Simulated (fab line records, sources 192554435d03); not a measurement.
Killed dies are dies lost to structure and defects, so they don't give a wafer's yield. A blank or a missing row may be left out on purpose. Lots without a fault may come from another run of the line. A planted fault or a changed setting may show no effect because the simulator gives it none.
Which tool did it? | flow n5_finfet | 15 lots, 45 wafers sampled, at 2 steps of a route of 1938

WHAT THE GAUGES READ, wafer by wafer
N5_BEOL_M14_INSPECT_55: inspects for defects (darkfield). Usual: raw_defect_count 68, standard deviation 23.
lot  | measured     | on                | raw_defect_count | flag
L170 | day 10 21:01 | defect_inspect-02 | 94 67 76         |
L169 | day 11 12:54 | defect_inspect-02 | 125 91 82        |
L172 | day 11 13:25 | defect_inspect-02 | 67 94 121        |
L174 | day 12 02:08 | defect_inspect-01 | 60 98 81         |
L173 | day 12 06:06 | defect_inspect-01 | 78 52 68         |
L177 | day 12 21:50 | defect_inspect-01 | 47 51 91         |
L178 | day 13 04:54 | defect_inspect-01 | 63 52 93         |
L179 | day 13 21:07 | defect_inspect-01 | 56 73 98         |
L184 | day 15 07:59 | defect_inspect-02 | 43 102 48        |
L186 | day 15 17:34 | defect_inspect-01 | 46 43 74         |
L189 | day 16 10:24 | defect_inspect-02 | 72 112 61        |
L187 | day 16 10:48 | defect_inspect-02 | 48 127 63        |
L190 | day 16 14:46 | defect_inspect-02 | 56 72 35         |
L191 | day 16 23:38 | defect_inspect-01 | 83 45 103        |
L192 | day 17 23:00 | defect_inspect-02 | 67 71 39         |

WHICH TOOL RAN EACH LOT (tool, then ch and the chambers of the sampled wafers, then the start)
lot  | N5_BEOL_M14_ETCH_38
L170 | rie_diel-02 ch 0,1,3, day 10 21:01 or earlier
L169 | rie_diel-06 ch 0,1,3, day 11 12:54 or earlier
L172 | rie_diel-02 ch 0,1,3, day 11 13:25 or earlier
L174 | rie_diel-05 ch 0,1,3, day 12 02:08 or earlier
L173 | rie_diel-02 ch 0,3, day 12 06:06 or earlier
L177 | rie_diel-06 ch 0,1, day 12 21:50 or earlier
L178 | rie_diel-02 ch 1,2,3, day 13 04:54 or earlier
L179 | rie_diel-06 ch 0,2, day 13 21:07 or earlier
L184 | rie_diel-06 ch 0,1,3, day 15 07:59 or earlier
L186 | rie_diel-02 ch 1,2, day 15 17:34 or earlier
L189 | rie_diel-06 ch 0,2, day 16 10:24 or earlier
L187 | rie_diel-06 ch 1,2,3, day 16 10:48 or earlier
L190 | rie_diel-05 ch 0,2,3, day 16 14:46 or earlier
L191 | rie_diel-02 ch 0,1,3, day 16 23:38 or earlier
L192 | rie_diel-02 ch 1,3, day 17 23:00 or earlier
- N5_BEOL_M14_ETCH_38: etches SiCN in CF4/N2, target depth 106.5 nm, time 120.6 s.

WHAT THE TOOLS THEMSELVES READ (means of the sampled wafers that have a number; where no wafer has one, the mark that the record gives instead)
N5_BEOL_M14_ETCH_38. Usual: drypump_motor_current_A 5.6 A, standard deviation 0.54; oes_product_au 0.83 a.u., standard deviation 0.082; rf_fwd_power_W 428.7 W, standard deviation 1.4; rf_vpp_V 382.7 V, standard deviation 2.1; showerhead_plenum_p_Torr 2.23 Torr, standard deviation 0.077; throttle_valve_pct 15.24 %, standard deviation 0.23.
lot  | tool        | drypump_motor_current_A (A) | oes_product_au (a.u.) | rf_fwd_power_W (W) | rf_vpp_V (V) | showerhead_plenum_p_Torr (Torr) | throttle_valve_pct (%) | flag
L170 | rie_diel-02 | 5.8                         | 0.76                  | 428.2              | 381.8        | 2.20                            | 15.34                  |
L169 | rie_diel-06 | 5.6                         | 0.84                  | 430.3              | 382.4        | 2.25                            | 15.30                  |
L172 | rie_diel-02 | 5.8                         | 0.76                  | 428.8              | 382.5        | 2.20                            | 15.33                  |
L174 | rie_diel-05 | 5.2                         | 0.84                  | 428.9              | 379.4        | 2.15                            | 15.04                  |
L173 | rie_diel-02 | 5.8                         | 0.78                  | 428.0              | 381.7        | 2.19                            | 15.25                  |
L177 | rie_diel-06 | 5.0                         | 0.87                  | 429.1              | 384.3        | 2.27                            | 15.12                  |
L178 | rie_diel-02 | 5.7                         | 0.86                  | 429.4              | 384.5        | 2.26                            | 15.13                  |
L179 | rie_diel-06 | 5.5                         | 0.89                  | 429.4              | 384.8        | 2.33                            | 15.33                  |
L184 | rie_diel-06 | 5.6                         | 0.89                  | 429.5              | 383.5        | 2.24                            | 15.19                  |
L186 | rie_diel-02 | 5.5                         | 0.83                  | 428.1              | 384.5        | 2.29                            | 15.08                  |
L189 | rie_diel-06 | 5.5                         | 0.84                  | 430.3              | 384.6        | 2.32                            | 15.37                  |
L187 | rie_diel-06 | 6.0                         | 0.91                  | 427.7              | 383.2        | 2.25                            | 15.36                  |
L190 | rie_diel-05 | 5.5                         | 0.76                  | 428.8              | 380.2        | 2.16                            | 15.30                  |
L191 | rie_diel-02 | 5.8                         | 0.79                  | 428.5              | 382.7        | 2.19                            | 15.27                  |
L192 | rie_diel-02 | 5.9                         | 0.82                  | 428.4              | 383.4        | 2.22                            | 15.28                  |

THE ANSWER, worked out from the rows above alone
Rule: a lot is off if the mean of its wafers that have a number lies more than 3 standard deviations from the usual mean. A lot without any number at a reading at which 4 lots or more have one is off too. The other lots that the step has rows for count as sound. The gauges are gone through in route order, then the tools' own readings, and for those a lot's mean is taken as printed above. The first step at which some lot is off is used, and at that step the reading that is off furthest; a lot without a number counts as furthest.
No lot is off at any reading shown: from this, nothing can be told.

WHAT THE SIMULATOR HAD PUT IN
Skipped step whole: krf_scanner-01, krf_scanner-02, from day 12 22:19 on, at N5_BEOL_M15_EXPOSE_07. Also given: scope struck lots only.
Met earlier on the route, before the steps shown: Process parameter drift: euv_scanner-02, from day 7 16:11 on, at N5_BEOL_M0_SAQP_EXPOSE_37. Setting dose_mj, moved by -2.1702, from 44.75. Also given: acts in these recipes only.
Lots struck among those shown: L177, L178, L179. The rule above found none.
